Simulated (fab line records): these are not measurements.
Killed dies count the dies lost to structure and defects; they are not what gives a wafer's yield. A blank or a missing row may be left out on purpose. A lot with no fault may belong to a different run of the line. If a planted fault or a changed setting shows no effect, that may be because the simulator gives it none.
fab line records :: flow n5_finfet :: part 2 of 2: steps 15 to 21 of 21
record
  lots=5
  wafers=15
  last_day=16
route steps=1938 shown BEOL_M0_CUTY@706 BEOL_M0@715
lots that met no fault: from a run of the same line without faults
start_h: hours from the record's first day to the start of the lot's first wafer shown :: wait_h: time in hours since the lot's previous step :: " the same as in the row above :: L1.1+2: one row covering several wafers at once :: - value missing, or start not given :: * or withheld: withheld :: < > ~ a bound
route shown NAME@n: a module of which the file shows steps, and the number in the route of the first :: usual: the fault-free wafers' mean and standard deviation :: same: alike in all rows :: chamber/n: place in a boat :: sites: each site's reading :: _std_site: the standard deviation of these :: _edge_site: the outer-site mean with the inner-site mean subtracted :: radius_mm: for every site, how far away it sits from the centre of the wafer :: mask NAME#n: copy n :: behind: the tool/chamber that last shaped the wafer :: hold: reason for holding the lot/hours on hold/outcome of the hold :: device: the transistor (n, p or np) that didn't switch :: end of line: the same wafers' tests at the end of the route :: where a step has no rows: the recipe by itself :: killed: count of dies lost to structure and defects at first sort (not the wafer's yield) :: map: dies across one wafer; x = killed, . = not, _ = none there
set.NAME: the setting that was run; set.NAME@STEP: the one run at that earlier step :: model.NAME: the simulator's own value behind a step, which no gauge read
lots seen at some steps along the route; tables by step, rows by wafer
services: when a tool's chamber went out of use (start_h, in hours from the record's first day, below 0 if earlier), for how many hours, and the reason
## steps
# step N5_BEOL_M0_ETCH_128
# recipe
  chemistry=CF4/N2
  target_depth_a=120
  overetch_a=51
  target=SiCN
  time_s=21.4
  ion_energy_ev=150
  pressure_mtorr=40
  source_w=430
  bias_w=70
  Ar_flow_sccm=100
  cf4_flow_sccm=60
  n2_flow_sccm=60
# usual
  chamber_pressure_mTorr=40.00/0.036
  drypump_motor_current_A=6.0/0.42
  oes_product_au=0.54/0.052
  rf_fwd_power_W=425.7/2
  rf_vpp_V=382.8/2.2
  showerhead_plenum_p_Torr=2.22/0.08
  throttle_valve_pct=15.40/0.21
lot.wafer: L076.2
tool: rie_diel-02
chamber: 0
start_h: 137.15
wait_h: 0.0
chamber_pressure_mTorr: 40.04
drypump_motor_current_A: 5.8
oes_product_au: 0.51
rf_fwd_power_W: 427.5
rf_hours_counter_h: 165
rf_vpp_V: 380.2
showerhead_plenum_p_Torr: 2.10
throttle_valve_pct: 15.23

lot.wafer: L076.4
tool: rie_diel-02
chamber: 3
start_h: 137.15
wait_h: 0.0
chamber_pressure_mTorr: 40.01
drypump_motor_current_A: 6.8
oes_product_au: 0.47
rf_fwd_power_W: 423.3
rf_hours_counter_h: -
rf_vpp_V: 383.9
showerhead_plenum_p_Torr: 2.18
throttle_valve_pct: 15.88

lot.wafer: L076.5
tool: rie_diel-02
chamber: 0
start_h: 137.15
wait_h: 0.0
chamber_pressure_mTorr: 39.96
drypump_motor_current_A: 5.8
oes_product_au: 0.51
rf_fwd_power_W: 427.6
rf_hours_counter_h: -
rf_vpp_V: 379.7
showerhead_plenum_p_Torr: 2.10
throttle_valve_pct: 15.25

lot.wafer: L082.1
tool: rie_diel-04
chamber: 3
start_h: 161.14
wait_h: 0.9
chamber_pressure_mTorr: 40.02
drypump_motor_current_A: 5.8
oes_product_au: 0.47
rf_fwd_power_W: 425.6
rf_hours_counter_h: 240
rf_vpp_V: 379.0
showerhead_plenum_p_Torr: 2.10
throttle_valve_pct: 15.35

lot.wafer: L082.5
tool: rie_diel-04
chamber: 1
start_h: 161.14
wait_h: 0.9
chamber_pressure_mTorr: 40.03
drypump_motor_current_A: 5.8
oes_product_au: 0.49
rf_fwd_power_W: 424.7
rf_hours_counter_h: -
rf_vpp_V: 383.4
showerhead_plenum_p_Torr: 2.25
throttle_valve_pct: 15.60

lot.wafer: L082.6
tool: rie_diel-04
chamber: 2
start_h: 161.14
wait_h: 0.9
chamber_pressure_mTorr: 39.92
drypump_motor_current_A: 6.0
oes_product_au: 0.59
rf_fwd_power_W: 426.2
rf_hours_counter_h: -
rf_vpp_V: 384.9
showerhead_plenum_p_Torr: 2.32
throttle_valve_pct: 15.34

lot.wafer: L084.1
tool: rie_diel-04
chamber: 3
start_h: 178.48
wait_h: 0.3
chamber_pressure_mTorr: 40.03
drypump_motor_current_A: 5.8
oes_product_au: 0.45
rf_fwd_power_W: 425.6
rf_hours_counter_h: 250
rf_vpp_V: 379.6
showerhead_plenum_p_Torr: 2.10
throttle_valve_pct: 15.36

lot.wafer: L084.2
tool: rie_diel-04
chamber: 0
start_h: 178.48
wait_h: 0.3
chamber_pressure_mTorr: 40.07
drypump_motor_current_A: 5.9
oes_product_au: 0.59
rf_fwd_power_W: 424.3
rf_hours_counter_h: 41
rf_vpp_V: 385.2
showerhead_plenum_p_Torr: 2.31
throttle_valve_pct: 15.41

lot.wafer: L084.5
tool: rie_diel-04
chamber: 0
start_h: 178.48
wait_h: 0.3
chamber_pressure_mTorr: 39.98
drypump_motor_current_A: 5.9
oes_product_au: 0.59
rf_fwd_power_W: 424.0
rf_hours_counter_h: -
rf_vpp_V: 384.7
showerhead_plenum_p_Torr: 2.31
throttle_valve_pct: 15.42

lot.wafer: L091.1
tool: rie_diel-02
chamber: 3
start_h: 215.92
wait_h: 0.0
chamber_pressure_mTorr: 40.01
drypump_motor_current_A: 6.8
oes_product_au: 0.55
rf_fwd_power_W: 423.2
rf_hours_counter_h: 247
rf_vpp_V: 381.6
showerhead_plenum_p_Torr: 2.17
throttle_valve_pct: 15.94

lot.wafer: L091.4
tool: rie_diel-02
chamber: 0
start_h: 215.92
wait_h: 0.0
chamber_pressure_mTorr: 40.00
drypump_motor_current_A: 5.8
oes_product_au: 0.49
rf_fwd_power_W: 428.2
rf_hours_counter_h: -
rf_vpp_V: 379.4
showerhead_plenum_p_Torr: 2.09
throttle_valve_pct: 15.29

lot.wafer: L091.6
tool: rie_diel-02
chamber: 3
start_h: 215.92
wait_h: 0.0
chamber_pressure_mTorr: 40.02
drypump_motor_current_A: 6.8
oes_product_au: 0.46
rf_fwd_power_W: 425.0
rf_hours_counter_h: -
rf_vpp_V: 382.4
showerhead_plenum_p_Torr: 2.17
throttle_valve_pct: 15.93

lot.wafer: L093.1
tool: rie_diel-06
chamber: 2
start_h: 228.12
wait_h: 0.1
chamber_pressure_mTorr: 40.07
drypump_motor_current_A: 4.9
oes_product_au: 0.49
rf_fwd_power_W: 427.3
rf_hours_counter_h: 231
rf_vpp_V: 382.1
showerhead_plenum_p_Torr: 2.18
throttle_valve_pct: 15.48

lot.wafer: L093.2
tool: rie_diel-06
chamber: 1
start_h: 228.12
wait_h: 0.1
chamber_pressure_mTorr: 39.97
drypump_motor_current_A: 5.7
oes_product_au: 0.55
rf_fwd_power_W: 421.6
rf_hours_counter_h: 108
rf_vpp_V: 380.1
showerhead_plenum_p_Torr: 2.13
throttle_valve_pct: 15.26

lot.wafer: L093.4
tool: rie_diel-06
chamber: 3
start_h: 228.12
wait_h: 0.1
chamber_pressure_mTorr: 40.06
drypump_motor_current_A: 6.4
oes_product_au: 0.53
rf_fwd_power_W: 423.9
rf_hours_counter_h: 149
rf_vpp_V: 384.2
showerhead_plenum_p_Torr: 2.30
throttle_valve_pct: 15.37
# step N5_BEOL_M0_TRENCH_ETCH_107
# recipe
  chemistry=C4F6/O2
  target_depth_a=328
  target=SiOC
  time_s=16.4
  ion_energy_ev=250
  pressure_mtorr=30
  source_w=355
  bias_w=185
  Ar_flow_sccm=300
  C4F6_flow_sccm=10
  O2_flow_sccm=10
# usual
  chamber_pressure_mTorr=30.002/0.029
  drypump_motor_current_A=5.9/0.42
  oes_o_777_au=0.78/0.088
  oes_product_au=0.78/0.081
  rf_fwd_power_W=348.5/2.2
  rf_vpp_V=663/13
  showerhead_plenum_p_Torr=2.87/0.099
  throttle_valve_pct=20.80/0.24
lot.wafer: L076.2
tool: rie_diel-02
chamber: 0
start_h: 137.19
wait_h: 0.0
chamber_pressure_mTorr: 30.013
drypump_motor_current_A: 5.8
oes_o_777_au: 0.76
oes_product_au: 0.73
rf_fwd_power_W: 351.0
rf_hours_counter_h: 165
rf_vpp_V: 658
showerhead_plenum_p_Torr: 2.70
throttle_valve_pct: 20.51

lot.wafer: L076.4
tool: rie_diel-02
chamber: 3
start_h: 137.19
wait_h: 0.0
chamber_pressure_mTorr: 29.969
drypump_motor_current_A: 6.8
oes_o_777_au: 0.64
oes_product_au: 0.68
rf_fwd_power_W: 346.5
rf_hours_counter_h: -
rf_vpp_V: 688
showerhead_plenum_p_Torr: 2.81
throttle_valve_pct: 21.34

lot.wafer: L076.5
tool: rie_diel-02
chamber: 0
start_h: 137.19
wait_h: 0.0
chamber_pressure_mTorr: 29.944
drypump_motor_current_A: 5.8
oes_o_777_au: 0.76
oes_product_au: 0.73
rf_fwd_power_W: 351.0
rf_hours_counter_h: -
rf_vpp_V: 658
showerhead_plenum_p_Torr: 2.69
throttle_valve_pct: 20.51

lot.wafer: L082.1
tool: rie_diel-04
chamber: 3
start_h: 161.19
wait_h: 0.0
chamber_pressure_mTorr: 30.092
drypump_motor_current_A: 5.8
oes_o_777_au: 0.75
oes_product_au: 0.69
rf_fwd_power_W: 346.9
rf_hours_counter_h: 240
rf_vpp_V: 643
showerhead_plenum_p_Torr: 2.70
throttle_valve_pct: 20.61

lot.wafer: L082.5
tool: rie_diel-04
chamber: 1
start_h: 161.19
wait_h: 0.0
chamber_pressure_mTorr: 30.028
drypump_motor_current_A: 5.9
oes_o_777_au: 0.68
oes_product_au: 0.69
rf_fwd_power_W: 351.2
rf_hours_counter_h: -
rf_vpp_V: 670
showerhead_plenum_p_Torr: 2.92
throttle_valve_pct: 21.04

lot.wafer: L082.6
tool: rie_diel-04
chamber: 2
start_h: 161.19
wait_h: 0.0
chamber_pressure_mTorr: 30.032
drypump_motor_current_A: 6.0
oes_o_777_au: 0.83
oes_product_au: 0.84
rf_fwd_power_W: 350.6
rf_hours_counter_h: -
rf_vpp_V: 656
showerhead_plenum_p_Torr: 2.98
throttle_valve_pct: 20.75

lot.wafer: L084.1
tool: rie_diel-04
chamber: 3
start_h: 178.52
wait_h: 0.0
chamber_pressure_mTorr: 29.978
drypump_motor_current_A: 5.8
oes_o_777_au: 0.75
oes_product_au: 0.67
rf_fwd_power_W: 349.2
rf_hours_counter_h: 250
rf_vpp_V: 644
showerhead_plenum_p_Torr: 2.70
throttle_valve_pct: 20.64

lot.wafer: L084.2
tool: rie_diel-04
chamber: 0
start_h: 178.52
wait_h: 0.0
chamber_pressure_mTorr: 29.984
drypump_motor_current_A: 5.9
oes_o_777_au: 0.88
oes_product_au: 0.87
rf_fwd_power_W: 347.0
rf_hours_counter_h: 41
rf_vpp_V: 663
showerhead_plenum_p_Torr: 2.96
throttle_valve_pct: 20.78

lot.wafer: L084.5
tool: rie_diel-04
chamber: 0
start_h: 178.52
wait_h: 0.0
chamber_pressure_mTorr: 29.989
drypump_motor_current_A: 5.9
oes_o_777_au: 0.88
oes_product_au: 0.86
rf_fwd_power_W: 348.4
rf_hours_counter_h: -
rf_vpp_V: 664
showerhead_plenum_p_Torr: 2.97
throttle_valve_pct: 20.79

lot.wafer: L091.1
tool: rie_diel-02
chamber: 3
start_h: 215.96
wait_h: 0.0
chamber_pressure_mTorr: 29.976
drypump_motor_current_A: 6.8
oes_o_777_au: 0.62
oes_product_au: 0.66
rf_fwd_power_W: 344.6
rf_hours_counter_h: 247
rf_vpp_V: 688
showerhead_plenum_p_Torr: 2.80
throttle_valve_pct: 21.37

lot.wafer: L091.4
tool: rie_diel-02
chamber: 0
start_h: 215.96
wait_h: 0.0
chamber_pressure_mTorr: 30.005
drypump_motor_current_A: 5.8
oes_o_777_au: 0.74
oes_product_au: 0.71
rf_fwd_power_W: 350.2
rf_hours_counter_h: -
rf_vpp_V: 656
showerhead_plenum_p_Torr: 2.68
throttle_valve_pct: 20.53

lot.wafer: L091.6
tool: rie_diel-02
chamber: 3
start_h: 215.96
wait_h: 0.0
chamber_pressure_mTorr: 30.009
drypump_motor_current_A: 6.8
oes_o_777_au: 0.63
oes_product_au: 0.66
rf_fwd_power_W: 345.5
rf_hours_counter_h: -
rf_vpp_V: 688
showerhead_plenum_p_Torr: 2.80
throttle_valve_pct: 21.37

lot.wafer: L093.1
tool: rie_diel-06
chamber: 2
start_h: 228.16
wait_h: 0.0
chamber_pressure_mTorr: 29.993
drypump_motor_current_A: 4.9
oes_o_777_au: 0.74
oes_product_au: 0.71
rf_fwd_power_W: 346.4
rf_hours_counter_h: 231
rf_vpp_V: 646
showerhead_plenum_p_Torr: 2.81
throttle_valve_pct: 20.88

lot.wafer: L093.2
tool: rie_diel-06
chamber: 1
start_h: 228.16
wait_h: 0.0
chamber_pressure_mTorr: 30.010
drypump_motor_current_A: 5.8
oes_o_777_au: 0.78
oes_product_au: 0.77
rf_fwd_power_W: 347.7
rf_hours_counter_h: 108
rf_vpp_V: 660
showerhead_plenum_p_Torr: 2.76
throttle_valve_pct: 20.70

lot.wafer: L093.4
tool: rie_diel-06
chamber: 3
start_h: 228.16
wait_h: 0.0
chamber_pressure_mTorr: 29.997
drypump_motor_current_A: 6.4
oes_o_777_au: 0.76
oes_product_au: 0.77
rf_fwd_power_W: 351.0
rf_hours_counter_h: 149
rf_vpp_V: 687
showerhead_plenum_p_Torr: 2.94
throttle_valve_pct: 20.71
# step N5_BEOL_M0_STRIP_142
# recipe
  chemistry=N2/H2
  time_s=10
  power_w=450
  temp_c=40
  pressure_mtorr=20
  rf_frequency_hz=6e+07
  bias_power_w=7
  n2_flow_sccm=200
  h2_flow_sccm=200
# usual
  chamber_pressure_mTorr=19.999/0.018
  drypump_motor_current_A=6.0/0.42
  oes_product_au=0.78/0.083
  rf_vpp_V=59.3/0.82
  showerhead_plenum_p_Torr=2.56/0.1
  throttle_valve_pct=23.6/0.37
lot.wafer: L076.2
tool: rie_diel-02
chamber: 0
start_h: 137.21
wait_h: 0.0
chamber_pressure_mTorr: 19.962
drypump_motor_current_A: 5.8
oes_product_au: 0.73
rf_hours_counter_h: 165
rf_vpp_V: 58.9
showerhead_plenum_p_Torr: 2.41
throttle_valve_pct: 23.3

lot.wafer: L076.4
tool: rie_diel-02
chamber: 3
start_h: 137.21
wait_h: 0.0
chamber_pressure_mTorr: 20.020
drypump_motor_current_A: 6.8
oes_product_au: 0.69
rf_hours_counter_h: -
rf_vpp_V: 59.1
showerhead_plenum_p_Torr: 2.49
throttle_valve_pct: 24.0

lot.wafer: L076.5
tool: rie_diel-02
chamber: 0
start_h: 137.21
wait_h: 0.0
chamber_pressure_mTorr: 19.968
drypump_motor_current_A: 5.8
oes_product_au: 0.73
rf_hours_counter_h: -
rf_vpp_V: 59.5
showerhead_plenum_p_Torr: 2.41
throttle_valve_pct: 23.3

lot.wafer: L082.1
tool: rie_diel-04
chamber: 3
start_h: 161.21
wait_h: 0.0
chamber_pressure_mTorr: 20.023
drypump_motor_current_A: 5.8
oes_product_au: 0.69
rf_hours_counter_h: 240
rf_vpp_V: 57.7
showerhead_plenum_p_Torr: 2.40
throttle_valve_pct: 23.2

lot.wafer: L082.5
tool: rie_diel-04
chamber: 1
start_h: 161.21
wait_h: 0.0
chamber_pressure_mTorr: 20.012
drypump_motor_current_A: 5.8
oes_product_au: 0.70
rf_hours_counter_h: -
rf_vpp_V: 59.3
showerhead_plenum_p_Torr: 2.60
throttle_valve_pct: 23.6

lot.wafer: L082.6
tool: rie_diel-04
chamber: 2
start_h: 161.21
wait_h: 0.0
chamber_pressure_mTorr: 20.024
drypump_motor_current_A: 6.0
oes_product_au: 0.85
rf_hours_counter_h: -
rf_vpp_V: 59.2
showerhead_plenum_p_Torr: 2.67
throttle_valve_pct: 23.7

lot.wafer: L084.1
tool: rie_diel-04
chamber: 3
start_h: 178.54
wait_h: 0.0
chamber_pressure_mTorr: 20.013
drypump_motor_current_A: 5.8
oes_product_au: 0.68
rf_hours_counter_h: 250
rf_vpp_V: 59.0
showerhead_plenum_p_Torr: 2.40
throttle_valve_pct: 23.2

lot.wafer: L084.2
tool: rie_diel-04
chamber: 0
start_h: 178.54
wait_h: 0.0
chamber_pressure_mTorr: 20.001
drypump_motor_current_A: 5.9
oes_product_au: 0.87
rf_hours_counter_h: 41
rf_vpp_V: 59.5
showerhead_plenum_p_Torr: 2.71
throttle_valve_pct: 24.1

lot.wafer: L084.5
tool: rie_diel-04
chamber: 0
start_h: 178.54
wait_h: 0.0
chamber_pressure_mTorr: 20.019
drypump_motor_current_A: 5.9
oes_product_au: 0.87
rf_hours_counter_h: -
rf_vpp_V: 60.0
showerhead_plenum_p_Torr: 2.71
throttle_valve_pct: 24.2

lot.wafer: L091.1
tool: rie_diel-02
chamber: 3
start_h: 215.99
wait_h: 0.0
chamber_pressure_mTorr: 20.016
drypump_motor_current_A: 6.8
oes_product_au: 0.68
rf_hours_counter_h: 247
rf_vpp_V: 59.1
showerhead_plenum_p_Torr: 2.48
throttle_valve_pct: 24.0

lot.wafer: L091.4
tool: rie_diel-02
chamber: 0
start_h: 215.99
wait_h: 0.0
chamber_pressure_mTorr: 19.969
drypump_motor_current_A: 5.8
oes_product_au: 0.71
rf_hours_counter_h: -
rf_vpp_V: 58.0
showerhead_plenum_p_Torr: 2.40
throttle_valve_pct: 23.3

lot.wafer: L091.6
tool: rie_diel-02
chamber: 3
start_h: 215.99
wait_h: 0.0
chamber_pressure_mTorr: 20.007
drypump_motor_current_A: 6.8
oes_product_au: 0.68
rf_hours_counter_h: -
rf_vpp_V: 59.3
showerhead_plenum_p_Torr: 2.48
throttle_valve_pct: 24.0

lot.wafer: L093.1
tool: rie_diel-06
chamber: 2
start_h: 228.19
wait_h: 0.0
chamber_pressure_mTorr: 20.002
drypump_motor_current_A: 4.9
oes_product_au: 0.70
rf_hours_counter_h: 231
rf_vpp_V: 58.9
showerhead_plenum_p_Torr: 2.51
throttle_valve_pct: 24.1

lot.wafer: L093.2
tool: rie_diel-06
chamber: 1
start_h: 228.19
wait_h: 0.0
chamber_pressure_mTorr: 20.022
drypump_motor_current_A: 5.8
oes_product_au: 0.79
rf_hours_counter_h: 108
rf_vpp_V: 59.0
showerhead_plenum_p_Torr: 2.45
throttle_valve_pct: 23.5

lot.wafer: L093.4
tool: rie_diel-06
chamber: 3
start_h: 228.19
wait_h: 0.0
chamber_pressure_mTorr: 20.022
drypump_motor_current_A: 6.4
oes_product_au: 0.77
rf_hours_counter_h: 149
rf_vpp_V: 60.9
showerhead_plenum_p_Torr: 2.65
throttle_valve_pct: 24.0
# step N5_BEOL_M0_OCD_MEAS_108
# usual
  trench_depth_nm=32.3/0.7
lot.wafer: L076.2
tool: ocd-01
chamber: -
start_h: 137.30
wait_h: 0.1
trench_depth_nm: 31.8

lot.wafer: L076.4
tool: ocd-01
chamber: -
start_h: 137.30
wait_h: 0.1
trench_depth_nm: 31.0

lot.wafer: L076.5
tool: ocd-01
chamber: -
start_h: 137.30
wait_h: 0.1
trench_depth_nm: 31.5

lot.wafer: L082.1
tool: ocd-02
chamber: -
start_h: 161.29
wait_h: 0.1
trench_depth_nm: 33.2

lot.wafer: L082.5
tool: ocd-02
chamber: -
start_h: 161.29
wait_h: 0.1
trench_depth_nm: 31.7

lot.wafer: L082.6
tool: ocd-02
chamber: -
start_h: 161.29
wait_h: 0.1
trench_depth_nm: 33.4

lot.wafer: L084.1
tool: ocd-02
chamber: -
start_h: 178.62
wait_h: 0.1
trench_depth_nm: 32.2

lot.wafer: L084.2
tool: ocd-02
chamber: -
start_h: 178.62
wait_h: 0.1
trench_depth_nm: 31.9

lot.wafer: L084.5
tool: ocd-02
chamber: -
start_h: 178.62
wait_h: 0.1
trench_depth_nm: 32.5

lot.wafer: L091.1
tool: ocd-01
chamber: -
start_h: 216.07
wait_h: 0.1
trench_depth_nm: 32.2

lot.wafer: L091.4
tool: ocd-01
chamber: -
start_h: 216.07
wait_h: 0.1
trench_depth_nm: 31.9

lot.wafer: L091.6
tool: ocd-01
chamber: -
start_h: 216.07
wait_h: 0.1
trench_depth_nm: 32.1

lot.wafer: L093.1
tool: ocd-02
chamber: -
start_h: 228.27
wait_h: 0.1
trench_depth_nm: 31.3

lot.wafer: L093.2
tool: ocd-02
chamber: -
start_h: 228.27
wait_h: 0.1
trench_depth_nm: 30.8

lot.wafer: L093.4
tool: ocd-02
chamber: -
start_h: 228.27
wait_h: 0.1
trench_depth_nm: 32.2
# step N5_BEOL_M0_HM_STRIP_129
# recipe
  chemistry=peroxide_tin_strip
  material=TiN
  target_depth_a=170
  temp_c=50
  time_s=108
lot.wafer: L076.2+4+5
tool: wet_bench-02
chamber: 7,1,6
start_h: 137.33
wait_h: 0.0

lot.wafer: L082.1+5+6
tool: wet_bench-01
chamber: 7,0,4
start_h: 161.32
wait_h: 0.0

lot.wafer: L084.1+2+5
tool: wet_bench-01
chamber: 2,3,1
start_h: 178.65
wait_h: 0.0

lot.wafer: L091.1+4+6
tool: wet_bench-02
chamber: 1,6,0
start_h: 216.10
wait_h: 0.0

lot.wafer: L093.1+2+4
tool: wet_bench-02
chamber: 2,7,3
start_h: 228.30
wait_h: 0.0
# step N5_BEOL_M0_SRD_130
# recipe
  time_s=30
  temp_c=23
  rinse_liquid=diw
  dry=ipa_marangoni
lot.wafer: L076.2+4+5
tool: wet_bench-02
chamber: 7,1,6
start_h: 137.37
wait_h: 0.0

lot.wafer: L082.1+5+6
tool: wet_bench-01
chamber: 7,0,4
start_h: 161.35
wait_h: 0.0

lot.wafer: L084.1+2+5
tool: wet_bench-01
chamber: 2,3,1
start_h: 178.69
wait_h: 0.0

lot.wafer: L091.1+4+6
tool: wet_bench-02
chamber: 1,6,0
start_h: 216.13
wait_h: 0.0

lot.wafer: L093.1+2+4
tool: wet_bench-02
chamber: 2,7,3
start_h: 228.33
wait_h: 0.0
# step N5_BEOL_M0_ETCH_109
# recipe
  chemistry=CH3F/O2
  target_depth_a=80
  overetch_a=24
  target=SiCN
  time_s=27.4
  ion_energy_ev=120
  pressure_mtorr=30
  source_w=395
  bias_w=75
  Ar_flow_sccm=150
  CH3F_flow_sccm=30
  O2_flow_sccm=20
# usual
  chamber_pressure_mTorr=29.997/0.027
  drypump_motor_current_A=6.0/0.46
  oes_product_au=0.65/0.068
  rf_fwd_power_W=392.9/1.4
  rf_vpp_V=297.3/1.6
  showerhead_plenum_p_Torr=1.99/0.07
  throttle_valve_pct=16.32/0.26
lot.wafer: L076.2
tool: rie_diel-04
chamber: 2
start_h: 137.41
wait_h: 0.0
chamber_pressure_mTorr: 30.002
drypump_motor_current_A: 6.0
oes_product_au: 0.71
rf_fwd_power_W: 391.7
rf_hours_counter_h: 57
rf_vpp_V: 298.7
showerhead_plenum_p_Torr: 2.10
throttle_valve_pct: 16.15

lot.wafer: L076.4
tool: rie_diel-04
chamber: 0
start_h: 137.41
wait_h: 0.0
chamber_pressure_mTorr: 30.025
drypump_motor_current_A: 5.9
oes_product_au: 0.79
rf_fwd_power_W: 390.5
rf_hours_counter_h: 21
rf_vpp_V: 300.2
showerhead_plenum_p_Torr: 2.10
throttle_valve_pct: 16.21

lot.wafer: L076.5
tool: rie_diel-04
chamber: 1
start_h: 137.41
wait_h: 0.0
chamber_pressure_mTorr: 29.995
drypump_motor_current_A: 5.9
oes_product_au: 0.61
rf_fwd_power_W: 392.3
rf_hours_counter_h: -
rf_vpp_V: 296.8
showerhead_plenum_p_Torr: 2.06
throttle_valve_pct: 16.55

lot.wafer: L082.1
tool: rie_diel-04
chamber: 2
start_h: 161.76
wait_h: 0.4
chamber_pressure_mTorr: 29.975
drypump_motor_current_A: 6.0
oes_product_au: 0.73
rf_fwd_power_W: 394.2
rf_hours_counter_h: 68
rf_vpp_V: 299.5
showerhead_plenum_p_Torr: 2.10
throttle_valve_pct: 16.14

lot.wafer: L082.5
tool: rie_diel-04
chamber: 3
start_h: 161.76
wait_h: 0.4
chamber_pressure_mTorr: 29.999
drypump_motor_current_A: 5.8
oes_product_au: 0.58
rf_fwd_power_W: 391.6
rf_hours_counter_h: -
rf_vpp_V: 294.6
showerhead_plenum_p_Torr: 1.89
throttle_valve_pct: 16.15

lot.wafer: L082.6
tool: rie_diel-04
chamber: 0
start_h: 161.76
wait_h: 0.4
chamber_pressure_mTorr: 29.991
drypump_motor_current_A: 5.9
oes_product_au: 0.78
rf_fwd_power_W: 391.1
rf_hours_counter_h: -
rf_vpp_V: 299.9
showerhead_plenum_p_Torr: 2.09
throttle_valve_pct: 16.23

lot.wafer: L084.1
tool: rie_diel-06
chamber: 2
start_h: 178.74
wait_h: 0.0
chamber_pressure_mTorr: 29.971
drypump_motor_current_A: 4.9
oes_product_au: 0.62
rf_fwd_power_W: 394.9
rf_hours_counter_h: 215
rf_vpp_V: 296.8
showerhead_plenum_p_Torr: 1.98
throttle_valve_pct: 16.35

lot.wafer: L084.2
tool: rie_diel-06
chamber: 0
start_h: 178.74
wait_h: 0.0
chamber_pressure_mTorr: 29.974
drypump_motor_current_A: 6.4
oes_product_au: 0.65
rf_fwd_power_W: 392.5
rf_hours_counter_h: 134
rf_vpp_V: 297.3
showerhead_plenum_p_Torr: 2.01
throttle_valve_pct: 16.14

lot.wafer: L084.5
tool: rie_diel-06
chamber: 0
start_h: 178.74
wait_h: 0.0
chamber_pressure_mTorr: 29.968
drypump_motor_current_A: 6.4
oes_product_au: 0.66
rf_fwd_power_W: 391.9
rf_hours_counter_h: -
rf_vpp_V: 297.2
showerhead_plenum_p_Torr: 2.01
throttle_valve_pct: 16.14

lot.wafer: L091.1
tool: rie_diel-02
chamber: 3
start_h: 216.45
wait_h: 0.3
chamber_pressure_mTorr: 30.070
drypump_motor_current_A: 6.8
oes_product_au: 0.57
rf_fwd_power_W: 391.2
rf_hours_counter_h: 247
rf_vpp_V: 297.2
showerhead_plenum_p_Torr: 1.97
throttle_valve_pct: 16.85

lot.wafer: L091.4
tool: rie_diel-02
chamber: 1
start_h: 216.45
wait_h: 0.3
chamber_pressure_mTorr: 29.986
drypump_motor_current_A: 6.3
oes_product_au: 0.70
rf_fwd_power_W: 395.4
rf_hours_counter_h: -
rf_vpp_V: 297.5
showerhead_plenum_p_Torr: 2.04
throttle_valve_pct: 16.37

lot.wafer: L091.6
tool: rie_diel-02
chamber: 3
start_h: 216.45
wait_h: 0.3
chamber_pressure_mTorr: 30.001
drypump_motor_current_A: 6.8
oes_product_au: 0.57
rf_fwd_power_W: 390.8
rf_hours_counter_h: -
rf_vpp_V: 295.8
showerhead_plenum_p_Torr: 1.97
throttle_valve_pct: 16.86

lot.wafer: L093.1
tool: rie_diel-02
chamber: 0
start_h: 228.38
wait_h: 0.0
chamber_pressure_mTorr: 30.015
drypump_motor_current_A: 5.8
oes_product_au: 0.61
rf_fwd_power_W: 395.7
rf_hours_counter_h: 199
rf_vpp_V: 294.8
showerhead_plenum_p_Torr: 1.88
throttle_valve_pct: 16.14

lot.wafer: L093.2
tool: rie_diel-02
chamber: 3
start_h: 228.38
wait_h: 0.0
chamber_pressure_mTorr: 30.019
drypump_motor_current_A: 6.8
oes_product_au: 0.56
rf_fwd_power_W: 392.2
rf_hours_counter_h: 253
rf_vpp_V: 297.3
showerhead_plenum_p_Torr: 1.97
throttle_valve_pct: 16.87

lot.wafer: L093.4
tool: rie_diel-02
chamber: 0
start_h: 228.38
wait_h: 0.0
chamber_pressure_mTorr: 29.980
drypump_motor_current_A: 5.8
oes_product_au: 0.61
rf_fwd_power_W: 394.3
rf_hours_counter_h: -
rf_vpp_V: 295.7
showerhead_plenum_p_Torr: 1.88
throttle_valve_pct: 16.15
## services
tool: rie_diel-02
chamber: 3
start_h: 114.24
hours: 1.8
kind: repair

tool: rie_diel-04
chamber: -
start_h: 137.64
hours: 1.0
kind: repair

tool: rie_metal-03
chamber: -
start_h: 145.86
hours: 2.8
kind: pm

tool: rie_diel-02
chamber: -
start_h: 158.13
hours: 14.6
kind: pm

tool: rie_diel-04
chamber: 1
start_h: 166.78
hours: -
kind: clean

tool: rie_diel-04
chamber: 1
start_h: 166.78
hours: -
kind: consumable_replace:focus_ring

tool: rie_diel-04
chamber: 1
start_h: 166.78
hours: 21.4
kind: scheduled_down

tool: rie_diel-04
chamber: 1
start_h: 166.78
hours: 21.4
kind: vent_cycle

tool: wet_bench-01
chamber: -
start_h: 171.16
hours: 0.8
kind: repair

tool: rie_metal-03
chamber: 1
start_h: 176.82
hours: 6.0
kind: repair

tool: rie_diel-04
chamber: 3
start_h: 188.31
hours: -
kind: clean

tool: rie_diel-04
chamber: 3
start_h: 188.31
hours: -
kind: consumable_replace:focus_ring

tool: rie_diel-04
chamber: 3
start_h: 188.31
hours: -
kind: consumable_replace:showerhead

tool: rie_diel-04
chamber: 3
start_h: 188.31
hours: 15.4
kind: scheduled_down

tool: rie_diel-04
chamber: 3
start_h: 188.31
hours: 15.4
kind: vent_cycle

tool: rie_diel-06
chamber: 2
start_h: 189.17
hours: 6.4
kind: repair

tool: rie_metal-03
chamber: 0
start_h: 191.21
hours: 15.5
kind: repair

tool: rie_diel-06
chamber: -
start_h: 195.09
hours: 0.2
kind: repair

tool: litho_track-01
chamber: -
start_h: 200.60
hours: -
kind: consumable_replace:filter

tool: rie_diel-02
chamber: 2
start_h: 211.37
hours: -
kind: clean

tool: rie_diel-02
chamber: 2
start_h: 211.37
hours: -
kind: consumable_replace:focus_ring

tool: rie_diel-02
chamber: 2
start_h: 211.37
hours: 23.8
kind: scheduled_down

tool: rie_diel-02
chamber: 2
start_h: 211.37
hours: 23.8
kind: vent_cycle

tool: rie_metal-03
chamber: -
start_h: 225.39
hours: 1.4
kind: pm
